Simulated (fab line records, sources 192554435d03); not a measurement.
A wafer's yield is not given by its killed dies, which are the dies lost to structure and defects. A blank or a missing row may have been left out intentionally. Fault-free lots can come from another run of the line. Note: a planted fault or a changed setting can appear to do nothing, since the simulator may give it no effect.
Chamber matching | flow n5 finfet | N5_BEOL_M10_DESCUM_33 on rie diel-06: 4 sister chambers
The step chemistry O2, time 7.9 s. 7 wafers are shown with their chamber, then 7 later ones without.

WAFERS WITH THEIR CHAMBER
wafer  | chamber | showerhead plenum p Torr (Torr) | drypump motor current A (A)
L083.2 | 0       | 2.16                            | 6.3
L083.4 | 1       | 2.19                            | 6.5
L083.5 | 1       | 2.19                            | 6.5
L088.1 | 3       | 2.14                            | 5.1
L088.5 | 2       | 2.03                            | 5.9
L091.1 | 2       | 2.03                            | 5.9
L091.3 | 3       | 2.13                            | 5.0

WAFERS WHOSE CHAMBER IS MISSING
wafer  | showerhead plenum p Torr (Torr) | drypump motor current A (A)
L091.6 | 2.03                            | 5.9
L094.1 | 2.18                            | 6.5
L094.2 | 2.02                            | 5.9
L094.5 | 2.18                            | 6.5
L093.3 | 2.13                            | 5.0
L093.4 | 2.18                            | 6.5
L093.5 | 2.02                            | 5.9

WHICH CHAMBER EACH ONE RAN IN
wafer  | from the rows above | in truth
L091.6 | 2                   | 2
L094.1 | 1                   | 1
L094.2 | 2                   | 2
L094.5 | 1                   | 1
L093.3 | 3                   | 3
L093.4 | 1                   | 1
L093.5 | 2                   | 2
Placed correctly: 7 of 7. Not placeable from these rows: 0. Wrongly placed: 0.
How it was worked out, from the rows above alone: a wafer's distance from a chamber is the root of the sum, over the readings, of the square of ((its reading less the chamber's mean) divided by the reading's scatter). If the next closest chamber is less than 2 further off than the closest, the wafer can't be placed; otherwise it belongs to the closest. A chamber's mean is the mean of its shown wafers. The scatter: take each reading less its chamber's mean, square it, sum over the shown wafers, divide by the number of wafers less the number of chambers, and take the root.
